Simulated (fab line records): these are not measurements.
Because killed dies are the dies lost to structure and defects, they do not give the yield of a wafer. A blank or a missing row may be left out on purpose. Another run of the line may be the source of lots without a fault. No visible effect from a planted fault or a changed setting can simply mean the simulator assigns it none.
Which of the tools did it? / flow n5 finfet / 36 wafers sampled from 12 lots at 1 step of a route of 1938

## WHAT THE GAUGES SHOWED, per wafer
N5_BEOL_M6_INSPECT_30: inspects for defects (brightfield).
lot=L075; measured=day 9 02:19; on=defect inspect-01; raw defect count=346 368 301
lot=L076; measured=day 9 04:13; on=defect inspect-01; raw defect count=511 431 394
lot=L079; measured=day 9 22:25; on=defect inspect-01; raw defect count=388 393 376
lot=L081; measured=day 10 04:09; on=defect inspect-02; raw defect count=559 370 559
lot=L083; measured=day 10 22:13; on=defect inspect-02; raw defect count=336 311 424
lot=L085; measured=day 11 15:55; on=defect inspect-01; raw defect count=402 425 487
lot=L088; measured=day 11 21:40; on=defect inspect-01; raw defect count=382 683 420
lot=L089; measured=day 12 10:16; on=defect inspect-02; raw defect count=317 323 285
lot=L091; measured=day 12 23:50; on=defect inspect-01; raw defect count=290 325 408
lot=L093; measured=day 13 15:00; on=defect inspect-02; raw defect count=302 336 347
lot=L095; measured=day 14 10:22; on=defect inspect-01; raw defect count=568 520 560
lot=L097; measured=day 14 16:59; on=defect inspect-02; raw defect count=270 560 343

## WHAT TOOL EACH LOT RAN ON (gives the tool, then ch and the chambers of the sampled wafers, and finally the start)
Record: no process step prior to these readings.

## THE ANSWER, worked out from the rows above alone
Rule: the usual values come from the lots themselves. Put in order of their means at a reading, lots are off if they are a third of the lots or fewer, leave a main group of 4 or more, and stand apart from it by a gap of 3 or more times the standard deviation of the main group's means; of several such gaps the widest counts. A main group whose means are all the same, to the digits that the tables above print for the reading, isn't used. Also off: a lot with no number at a reading for which 4 or more lots have one. Where the step has rows for the other lots, those lots are counted as sound.
No lot is off at any reading shown: from this, nothing can be told.

## WHAT HAD BEEN PUT IN BY THE SIMULATOR
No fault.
